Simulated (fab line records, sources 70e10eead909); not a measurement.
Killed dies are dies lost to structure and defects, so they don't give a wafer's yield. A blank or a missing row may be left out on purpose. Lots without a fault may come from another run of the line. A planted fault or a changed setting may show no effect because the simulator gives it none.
A struck lot beside a sound one | flow nand_harc | 14 steps out of a route of 1302
Sound: wafers L491.1, L491.4, L491.5. Struck: wafers L490.2, L490.3, L490.4. The cause comes at the end.
At each step with rows: each side's tool, then ch and its chambers, then its first start. Under that, the readings that differ: sound wafers | struck wafers | difference of the means | sigmas: that difference in standard deviations of wafers without a fault.
alike: readings whose means differ by less than 2 such deviations, and words and numbers that are the same on both sides. not compared: withheld readings, readings that some wafer has no value for, bounds like >300 that may hide the same value, and numbers for which the record gives no deviation and whose values overlap.
The two part at a step that has a row with sigmas, a row that says differs or no value, or rows on one side only. Numbers that don't overlap but have no deviation are shown without sigmas and don't part them. A reading that every wafer of one side lacks parts them only if that side has two wafers or more.

first, 9 steps without rows for these wafers: NHARC_A_STAIRCASE_DEHYDRATE_01 (time 120 s); NHARC_A_STAIRCASE_HMDS_02 (time 30 s); NHARC_A_STAIRCASE_COAT_03; NHARC_A_STAIRCASE_SOFTBAKE_04 (time 170 s); NHARC_A_STAIRCASE_EBR_05; NHARC_A_STAIRCASE_EXPOSE_06 (exposes mask STAIR); NHARC_A_STAIRCASE_PEB_07 (peb time 130 s); NHARC_A_STAIRCASE_DEVELOP_08 (time 140 s); NHARC_A_STAIRCASE_HARDBAKE_10 (time 140 s).
NHARC_A_STAIRCASE_DESCUM_11: chemistry O2, time 3 s.
  sound on rie_diel-04 ch 0,1,3, day 20 07:34; struck on rie_diel-13 ch 1,2,3, day 20 06:50
  alike: chamber_pressure_mTorr, drypump_motor_current_A, oes_product_au, rf_vpp_V, showerhead_plenum_p_Torr, throttle_valve_pct
  not compared: rf_hours_counter_h
NHARC_A_STAIRCASE_TRIM_12: chemistry O2, time 211.2 s.
  sound on rie_diel-04 ch 0,3, day 20 07:40; struck on rie_diel-13 ch 0,1,3, day 20 06:55
  reading               | sound             | struck            | difference | sigmas
  oes_product_au (a.u.) | 1.021 1.017 1.013 | 0.994 0.987 0.986 | -0.028     | -2
  alike: chamber_pressure_mTorr, drypump_motor_current_A, rf_vpp_V, showerhead_plenum_p_Torr, throttle_valve_pct
  not compared: rf_hours_counter_h
NHARC_A_STAIRCASE_ETCH_13: etches the open film in C4F8/O2, target depth 100 nm, time 40.5 s.
  sound on rie_diel-04 ch 0,1, day 20 07:52; struck on rie_diel-13 ch 0,1,3, day 20 07:05
  reading               | sound             | struck            | difference | sigmas
  oes_product_au (a.u.) | 0.959 0.948 0.930 | 0.721 0.723 0.707 | -0.229     | -14
  rf_fwd_power_W (W)    | 593.4 590.9 589.6 | 349.2 351.3 355.5 | -239.3     | -85
  alike: chamber_pressure_mTorr, rf_vpp_V
  not compared: rf_hours_counter_h
NHARC_A_STAIRCASE_TRIM_14: chemistry O2, time 211.2 s.
  sound on rie_diel-04 ch 0,3; struck on rie_diel-13 ch 1,2,3
  alike: chamber_pressure_mTorr, drypump_motor_current_A, oes_product_au, rf_vpp_V, showerhead_plenum_p_Torr, throttle_valve_pct
  not compared: rf_hours_counter_h
-- the record jumps here: 9 days lie between the struck wafers' starts before and after (it left off in module A_STAIRCASE and takes up again in module END, whose first step shown is number 1302 of the route) --
NHARC_END_SORT_01:
  the record has rows for the struck wafers here (prober-01 ch 0, day 29 03:16) and none for the sound ones

WHERE THEY PART
First at NHARC_A_STAIRCASE_TRIM_12; last, within this record, at NHARC_END_SORT_01.

WHY: what the simulator had put in
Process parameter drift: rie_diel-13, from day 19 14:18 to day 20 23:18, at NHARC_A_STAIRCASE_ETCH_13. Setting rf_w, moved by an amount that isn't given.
